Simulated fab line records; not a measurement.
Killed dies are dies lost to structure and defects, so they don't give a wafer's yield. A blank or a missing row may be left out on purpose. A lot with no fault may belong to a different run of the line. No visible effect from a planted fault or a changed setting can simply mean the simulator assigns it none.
Struck lot and sound lot, side by side -- flow n5-finfet -- 41 steps out of a route of 1938
Sound: the wafers L912.1, L912.3, L912.6. Struck: wafers L919.1, L919.4, L919.5. The cause comes at the end.
Per side, at each step with rows, come the tool, then ch with its chambers, and then its first start. Under that, the readings that differ: sound wafers -- struck wafers -- difference of the means -- sigmas: that difference in standard deviations of wafers without a fault.
alike: a reading whose means differ by less than 2 such deviations, as well as words and numbers matching on both sides. not compared: withheld readings; readings where some wafer has no value; bounds like >300 that might hide an equal value; numbers whose values overlap and for which the record gives no deviation.
The two part at a step that has a row with sigmas, a row that says differs or no value, or rows on one side only. When numbers do not overlap yet have no deviation, they are printed without sigmas and do not part them. Lack of a reading on every wafer of one side parts them only where that side has two or more wafers.

first, 9 steps without rows for these wafers: N5_BEOL_M4_ANNEAL_95 (time 240 s); N5_BEOL_M4_SPUTTER_96 (material Cu, target thk 4.5 nm, time 8.29 s); N5_BEOL_M4_ECD_50 (material Cu, target thk 300 nm); N5_BEOL_M4_ANNEAL_51 (time 90 s); N5_BEOL_M4_CMP_52 (polishes, stops on SiOC, t overpolish 6.8 s, target thk 40 nm); N5_BEOL_M4_PRE_CLEAN_60 (time 15 s); N5_BEOL_M4_CO_CAP_55 (material Co, precursor CCTBA/H2, target thk 2 nm, time 102.1 s); N5_BEOL_M4_PRE_CLEAN_56 (time 15 s); N5_BEOL_M4_DEP_57 (deposits SiCN from 3MS/NH3, target thk 8 nm, time 14 s).
N5_BEOL_M4_RC_MEAS_101:
  sound on prober-02 ch 0, day 9 02:34; struck on prober-02 ch 0, day 11 07:05
reading,sound,struck,difference,sigmas
IOFF_P (nA/um),0.17 0.17 0.17,0.26 0.22 0.27,+0.08,+2
ION_P (uA/um),462 460 461,483 466 490,+19,+2
  alike: DIBL_N, DIBL_P, IOFF_N, ION_N, SS_N, SS_P, VT_N, VT_P
then, 24 steps without rows for these wafers: N5_BEOL_M5_ILD_DEP_00 (deposits SiCOH lowk from DEMS/porogen, target thk 140.64 nm, time 25.9 s); N5_BEOL_M5_CURE_79 (cures SiCOH lowk, time 240 s); N5_BEOL_M5_PECVD_70 (deposits SiO2 from TEOS/O2, target thk 16 nm, time 18 s); N5_BEOL_M5_HM_DEP_02 (deposits TiN, target thk 20 nm); N5_BEOL_M5_COAT_59 (time 60 s, resist thk 60 nm); N5_BEOL_M5_COAT_60 (time 60 s, resist thk 12 nm); N5_BEOL_M5_COAT_71 (time 60 s, resist thk 5 nm); N5_BEOL_M5_COAT_05 (resist thk 30 nm); N5_BEOL_M5_EBR_07; N5_BEOL_M5_SOFTBAKE_06 (time 60 s); N5_BEOL_M5_EXPOSE_08 (exposes mask M5, target cd 28 nm); N5_BEOL_M5_PEB_09 (peb time 60 s); N5_BEOL_M5_DEVELOP_10 (develop time 30 s); N5_BEOL_M5_DESCUM_16 (chemistry O2, time 7 s); N5_BEOL_M5_ETCH_72 (etches underlayer in N2/H2, target depth 6.5 nm, time 5.2 s); N5_BEOL_M5_ETCH_61 (etches SiARC in CF4, target depth 15.6 nm, time 26 s); N5_BEOL_M5_ETCH_62 (etches SOC in N2/H2, target depth 75 nm, overetch 15 nm, time 112.5 s); N5_BEOL_M5_STRIP_63 (strips in N2/H2); N5_BEOL_M5_STRIP_73 (strips in N2/H2); N5_BEOL_M5_STRIP_64 (strips in CF4); N5_BEOL_M5_HM_OPEN_17 (chemistry Cl2/BCl3, target TiN, target depth 20 nm, overetch 6 nm); N5_BEOL_M5_STRIP_19 (strips in O2); N5_BEOL_M5_COAT_65 (time 60 s, resist thk 60 nm); N5_BEOL_M5_COAT_66 (time 60 s, resist thk 12 nm).
N5_BEOL_M6_STRIP_67: strips in CF4.
  sound on rie-diel-01 ch 0,3, day 9 17:19; struck on rie-diel-02 ch 1,2,3, day 12 00:17
  no value came back on the struck wafers for any of 7 readings (bias-power-w (W), cf4-flow-sccm (sccm) and others); on the sound wafers bias-power-w (W) reads 75.28 75.24 75.08
reading,sound,struck,difference,sigmas
model.SiARC_of_BEOL_M6_COAT_60.thk-nm (nm),0 0 0,28.6 28.6 27.6,+28.3,
  not compared: rf-hours-counter-h
N5_BEOL_M6_STRIP_19: strips in O2.
  sound on rie-diel-01 ch 0,1,3, day 9 17:28; struck on rie-diel-02 ch 0,2,3, day 12 00:26
reading,sound,struck,difference,sigmas
model.SOC_of_BEOL_M6_COAT_59.thk-nm (nm),0 0 0,92.2 92.6 92,+92.3,
  alike: chamber-pressure-mTorr, drypump-motor-current-A, oes-product-au, rf-vpp-V, showerhead-plenum-p-Torr, throttle-valve-pct
  not compared: rf-hours-counter-h
N5_BEOL_M6_ETCH_66: etches SOC in N2/H2, target depth 80 nm, overetch 16 nm, time 120 s.
  sound on rie-diel-02 ch 1,2,3, day 9 18:03; struck on rie-diel-01 ch 0,2,3, day 12 01:02
reading,sound,struck,difference,sigmas
oes-product-au (a.u.),0.57 0.74 0.71,0.71 0.82 0.92,+0.14,+2
model.etch.depth-nm (nm),60.04 60.25 60.29,97.36 98.75 100.5,+38.68,
  alike: drypump-motor-current-A, rf-vpp-V, showerhead-plenum-p-Torr, throttle-valve-pct
  not compared: rf-hours-counter-h
N5_BEOL_M6_VIA_ETCH_34: etches SiCOH lowk in C4F6/O2, target depth 126.3 nm, time 50.9 s.
  sound on rie-diel-02 ch 1,2,3, day 9 18:09; struck on rie-diel-01 ch 0,2,3, day 12 01:08
reading,sound,struck,difference,sigmas
oes-product-au (a.u.),0.74 1.00 0.91,0.27 0.30 0.33,-0.58,-7
  alike: drypump-motor-current-A, rf-vpp-V, showerhead-plenum-p-Torr, throttle-valve-pct
  not compared: rf-hours-counter-h
N5_BEOL_M6_ETCH_41: etches SiCN in CH3F/O2, target depth 29.7 nm, time 52 s.
  sound on rie-diel-02 ch 1,2,3; struck on rie-diel-01 ch 0,2,3
reading,sound,struck,difference,sigmas
model.SiARC_of_BEOL_M6_COAT_60.thk-nm (nm),0 0 0,18.4 18.4 17.4,+18.1,
  alike: drypump-motor-current-A, oes-product-au, rf-vpp-V, showerhead-plenum-p-Torr, throttle-valve-pct
  not compared: rf-hours-counter-h
N5_BEOL_M6_OCD_MEAS_38:
  sound: ocd-02 at day 9 18:23; struck: ocd-02 at day 12 01:23
reading,sound,struck,difference,sigmas
trench-depth-nm (nm),92.3 98.4 93.8,- - -,no value on the struck wafers,
-- the record jumps here: 4 days lie between the struck wafers' starts before and after (it left off in module BEOL_M6 and takes up again in module PASSIVATION, whose first step shown is number 1936 of the route) --
N5_PASSIVATION_PROBE_49:
  sound: prober-01 at day 13 14:52; struck: prober-02 at day 15 18:24
reading,sound,struck,difference,sigmas
defect-limited-yield (%),89.9 91.2 90.8,0 0 0,-91,-70
killed_at_M4_up,11 10 14,1087 1099 1113,+1088,+99 or more
killed-dies,119 104 109,1180 1180 1180,+1069,+71
killed-on-rim,17 14 16,152 152 152,+136,+34
sort_bin_5_function (%),6.4 5.2 5.3,96.4 96.4 97.0,+91.0,+98
sort-n-pass,1061 1076 1071,0 0 0,-1069,-71
sort-yield-pct (%),89.9 91.2 90.8,0 0 0,-91,-70
  alike: killed_at_M0_to_M3, killed-at-contacts, killed-at-front-end, killed-at-other, killed-open, killed-short, sort_bin_6_memory

## WHERE THEY PART
Last at N5_PASSIVATION_PROBE_49 as far as this record goes, first at N5_BEOL_M4_RC_MEAS_101.

WHY: what the simulator had put in
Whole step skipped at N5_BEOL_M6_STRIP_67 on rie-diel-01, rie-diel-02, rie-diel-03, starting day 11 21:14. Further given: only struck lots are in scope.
